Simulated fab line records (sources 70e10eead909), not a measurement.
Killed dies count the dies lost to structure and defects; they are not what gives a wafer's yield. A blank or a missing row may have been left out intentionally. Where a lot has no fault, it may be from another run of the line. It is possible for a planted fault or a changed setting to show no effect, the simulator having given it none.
Matching of chambers -- flow nandHarc -- 3 sister chambers for NHARC_P_M2_PRE_CLEAN_32 on pecvd-04
The step time 12 s. 3 wafers are shown with their chamber, then 8 later ones without.

WAFERS, EACH WITH ITS CHAMBER
wafer,chamber,heaterPowerOuterW (W)
L078.4,0,313
L085.1,1,376
L091.2,2,408

WAFERS MISSING THEIR CHAMBER
wafer,heaterPowerOuterW (W)
L091.3,344
L091.6,398
L093.3,357
L093.5,310
L093.6,435
L096.1,350
L096.2,435
L096.4,345

WHICH CHAMBER EACH ONE RAN IN
wafer,from the rows above,in truth
L091.3,can't be placed: 0 or 1 or 2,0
L091.6,can't be placed: 2 or 1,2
L093.3,can't be placed: 1 or 0 or 2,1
L093.5,0,0
L093.6,can't be placed: 2 or 1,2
L096.1,can't be placed: 1 or 0 or 2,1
L096.2,can't be placed: 2 or 1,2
L096.4,can't be placed: 1 or 0 or 2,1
1 of 8 placed correctly. These rows do not allow placing 7 (true chamber among the candidates in 7). Wrongly placed: 0.
How it was worked out, from the rows above alone: a wafer's distance from a chamber is the root of the sum, over the readings, of the square of ((its reading less the chamber's mean) divided by the reading's scatter). The wafer belongs to the nearest chamber; if the next one is less than 2 further off, it can't be placed. The mean given for a chamber averages the wafers shown for that chamber. The scatter: with one shown wafer a chamber, the root of the mean of the squares of how far each hidden wafer lies from its nearest shown one.
